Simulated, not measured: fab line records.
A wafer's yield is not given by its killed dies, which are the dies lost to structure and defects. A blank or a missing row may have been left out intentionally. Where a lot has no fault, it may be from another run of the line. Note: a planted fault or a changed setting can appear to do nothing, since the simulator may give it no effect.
Chamber matching    flow n5_finfet    4 sister chambers for N5_MOL_CONTACT_COAG_CONTACT_ETCH_14 on rie_diel-01
The step etches SiO2 in C4F6/O2, target depth 27.5 nm, overetch 8.5 nm, time 20 s. 16 wafers are shown with their chamber, then 8 later ones without.

EACH WAFER AND ITS CHAMBER
wafer   chamber  showerhead_plenum_p_Torr (Torr)  oes_product_au (a.u.)  throttle_valve_pct (%)
L077.2  2        2.89                             0.66                   21.65
L077.3  3        2.83                             0.60                   21.11
L077.5  0        2.81                             0.73                   21.20
L079.4  2        2.89                             0.66                   21.68
L079.5  1        3.04                             0.74                   21.31
L079.6  2        2.89                             0.66                   21.68
L081.3  2        2.89                             0.67                   21.66
L081.5  2        2.89                             0.66                   21.66
L081.6  3        2.83                             0.60                   21.09
L082.3  1        3.04                             0.74                   21.32
L082.4  3        2.83                             0.60                   21.11
L082.6  0        2.81                             0.72                   21.22
L084.1  0        2.81                             0.73                   21.24
L084.4  2        2.88                             0.65                   21.68
L084.5  2        2.88                             0.66                   21.68
L086.2  2        2.88                             0.65                   21.69

SIGNATURES (averages over the wafers above)
reading                   chamber 0  chamber 1  chamber 2  chamber 3  scatter within a chamber
showerhead_plenum_p_Torr  2.8100     3.0400     2.8862     2.8300     0.00395
oes_product_au            0.7267     0.7400     0.6588     0.6000     0.00543
throttle_valve_pct        21.2200    21.3150    21.6725    21.1033    0.0143
Rule: for each reading, subtract the chamber's mean from the wafer's reading, divide by that reading's scatter and square the result; add these up over the readings and take the root, which gives the wafer's distance from the chamber. If the next closest chamber is less than 2 further off than the closest, the wafer can't be placed; otherwise it belongs to the closest. The scatter: take each reading less its chamber's mean, square it, sum over the shown wafers, divide by the number of wafers less the number of chambers, and take the root.

WAFERS WHOSE CHAMBER IS MISSING
wafer   showerhead_plenum_p_Torr (Torr)  oes_product_au (a.u.)  throttle_valve_pct (%)
L086.3  3.03                             0.72                   21.33
L086.4  2.83                             0.59                   21.13
L089.1  3.03                             0.72                   21.35
L089.2  2.88                             0.65                   21.69
L089.4  2.82                             0.59                   21.14
L093.2  2.88                             0.64                   21.69
L093.3  3.03                             0.72                   21.35
L093.6  2.80                             0.70                   21.26

WHICH CHAMBER EACH ONE RAN IN
wafer   from the rows above  in truth
L086.3  1                    1
L086.4  3                    3
L089.1  1                    1
L089.2  2                    2
L089.4  3                    3
L093.2  2                    2
L093.3  1                    1
L093.6  0                    0
Correctly placed: 8 of 8. Can't be placed from these rows: 0. Placed wrongly: 0.
